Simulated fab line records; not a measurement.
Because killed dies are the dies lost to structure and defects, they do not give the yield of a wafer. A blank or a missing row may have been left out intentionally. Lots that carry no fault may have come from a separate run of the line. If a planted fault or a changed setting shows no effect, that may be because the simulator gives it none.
Chamber matching | flow nand-harc | NHARC_A_STAIRCASE_TRIM_20 on rie-diel-12: 4 sister chambers
The step chemistry O2, time 211.2 s. 8 wafers are shown with their chamber, then 8 later ones without.

== WAFERS, EACH WITH ITS CHAMBER ==
wafer  | chamber | showerhead-plenum-p-Torr (Torr) | o2-flow-sccm (sccm)
L074.1 | 0       | 3.63                            | 502.9
L085.2 | 0       | 3.61                            | 502.8
L085.3 | 3       | 3.59                            | 501.7
L085.6 | 1       | 3.40                            | 498.8
L083.4 | 1       | 3.40                            | 499.3
L083.5 | 3       | 3.59                            | 498.5
L083.6 | 2       | 3.69                            | 501.1
L090.4 | 2       | 3.69                            | 501.4

== WAFERS MISSING THEIR CHAMBER ==
wafer  | showerhead-plenum-p-Torr (Torr) | o2-flow-sccm (sccm)
L090.5 | 3.39                            | 499.6
L090.6 | 3.60                            | 500.9
L091.2 | 3.60                            | 498.4
L091.4 | 3.58                            | 500.8
L091.5 | 3.39                            | 499.1
L096.1 | 3.39                            | 500.6
L096.4 | 3.59                            | 499.9
L096.6 | 3.59                            | 499.1

== THE CHAMBER EACH PASSED THROUGH ==
wafer  | from the rows above     | in truth
L090.5 | 1                       | 1
L090.6 | can't be placed: 3 or 0 | 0
L091.2 | 3                       | 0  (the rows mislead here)
L091.4 | 3                       | 3
L091.5 | 1                       | 1
L096.1 | 1                       | 1
L096.4 | 3                       | 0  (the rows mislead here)
L096.6 | 3                       | 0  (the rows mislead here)
4 of 8 placed correctly. Not placeable from these rows: 1 (in 1, the candidates include the true chamber). Wrongly placed: 3.
How it was worked out, from the rows above alone: a wafer's distance from a chamber is the root of the sum, over the readings, of the square of ((its reading less the chamber's mean) divided by the reading's scatter). If the next closest chamber is less than 2 further off than the closest, the wafer can't be placed; otherwise it belongs to the closest. Each chamber's mean is taken over the wafers shown for it. The scatter: the root of (the sum of the squares of (reading less its chamber's mean) over the shown wafers, divided by (wafers less chambers)).
